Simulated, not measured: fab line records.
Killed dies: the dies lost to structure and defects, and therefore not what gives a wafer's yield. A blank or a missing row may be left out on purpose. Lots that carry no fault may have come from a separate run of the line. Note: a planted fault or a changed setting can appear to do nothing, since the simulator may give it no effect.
A lot that was struck, set against a sound lot | flow n5Finfet | 16 steps out of a route of 1938
Sound: the wafers L628.1, L628.2, L628.6. Wafers struck: L639.1, L639.3, L639.5. At the end, the cause is stated.
Per side, at each step with rows, come the tool, then ch with its chambers, and then its first start. Under that, the readings that differ: sound wafers | struck wafers | difference of the means | sigmas: that difference in standard deviations of wafers without a fault.
alike: words and numbers the same on both sides, and readings whose means are apart by under 2 such deviations; not compared: readings that were withheld, readings missing a value for some wafer, numbers with overlapping values and no deviation given by the record, and bounds like >300 which may hide the same value.
Wherever a step has rows on one side only, a row that says differs or no value, or a row with sigmas, the two part there. Numbers that have no deviation but don't overlap get no sigmas and don't part them. Lack of a reading on every wafer of one side parts them only where that side has two or more wafers.

first, 1 step without rows for these wafers: N5_BEOL_M0_PRE_CLEAN_131 (time 15 s).
N5_BEOL_M0_CO_CAP_123: material Co, precursor CCTBA/H2, target thk 2 nm, time 102.1 s.
  sound on cvdCo-01 ch 0,2, day 6 05:24; struck on cvdCo-01 ch 0,2, day 9 10:01
  alike: heaterPowerW
then, 1 step without rows for these wafers: N5_BEOL_M0_PRE_CLEAN_124 (time 15 s).
N5_BEOL_M0_DEP_125: deposits SiCN from 3MS/NH3, target thk 8 nm, time 14 s.
  sound on pecvd-01 ch 1,2, day 6 05:33; struck on pecvd-02 ch 1,2, day 9 10:08
  alike: showerheadPlenumPTorr, throttleValvePct
N5_BEOL_M0_RS_MEAS_126: the measuring method here is four-point-probe.
  struck on filmMetro-01, day 9 10:12; sound on filmMetro-01, day 6 05:37
  alike: M0_RS
N5_BEOL_M0_INSPECT_127: inspects for defects (darkfield).
  struck on defectInspect-01, day 9 10:13; sound on defectInspect-02, day 6 05:38
  alike: rawDefectCount
N5_BEOL_M1_ILD_DEP_00: deposits SiOC from DEMS/O2, target thk 79 nm, time 15.3 s.
  sound on pecvd-02 ch 0,2, day 6 05:41; struck on pecvd-01 ch 0,1,2, day 9 10:16
  alike: heaterPowerW, showerheadPlenumPTorr, throttleValvePct
N5_BEOL_M1_THK_MEAS_01:
  struck on filmMetro-02, day 9 10:20; sound on filmMetro-01, day 6 05:44
  alike: M1_ILD_THK
N5_BEOL_M1_PECVD_72: deposits SiO2 from TEOS/O2, target thk 16 nm, time 18 s.
  sound on pecvd-01 ch 0,1, day 6 05:47; struck on pecvd-01 ch 0,1,2, day 9 10:22
  alike: heaterPowerW, showerheadPlenumPTorr, throttleValvePct
N5_BEOL_M1_HM_DEP_02: deposits TiN, target thk 20 nm.
  struck on pvdSputter-03, day 9 10:29; sound on pvdSputter-01, day 6 06:46
  alike: throttleValvePct
then, 2 steps without rows for these wafers: N5_BEOL_M1_COAT_61 (time 60 s, resist thk 60 nm); N5_BEOL_M1_COAT_62 (time 60 s, resist thk 12 nm).
N5_BEOL_M1_COAT_73: time 60 s, resist thk 5 nm.
  sound on lithoTrack-05 ch 0, day 6 06:53; struck on lithoTrack-05 ch 0, day 9 10:37
reading               | sound                | struck               | difference | sigmas
heaterPowerTotalW (W) | 392.3 392.9 390.4    | 384.9 386.8 388.4    | -5.2       | -4
plateTempC (C)        | 204.87 205.00 204.96 | 203.14 202.74 203.11 | -1.95      | -13
then, 1 step without rows for these wafers: N5_BEOL_M1_COAT_05 (resist thk 30 nm).
N5_BEOL_M4_RC_MEAS_101:
  sound on prober-01 ch 0, day 8 15:02; struck on prober-02 ch 0, day 11 05:36
  alike: DIBL_N, DIBL_P, IOFF_N, IOFF_P, ION_N, ION_P, SS_N, SS_P, VT_N, VT_P
N5_PASSIVATION_PROBE_49:
  the record holds rows for the sound wafers here (prober-02, day 12 15:39) but none for the struck ones

## WHERE THEY PART
First at N5_BEOL_M1_COAT_73; last, within this record, at N5_PASSIVATION_PROBE_49.

WHY: what had been put in by the simulator
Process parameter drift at N5_BEOL_M1_COAT_73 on lithoTrack-05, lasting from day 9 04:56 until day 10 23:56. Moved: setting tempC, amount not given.
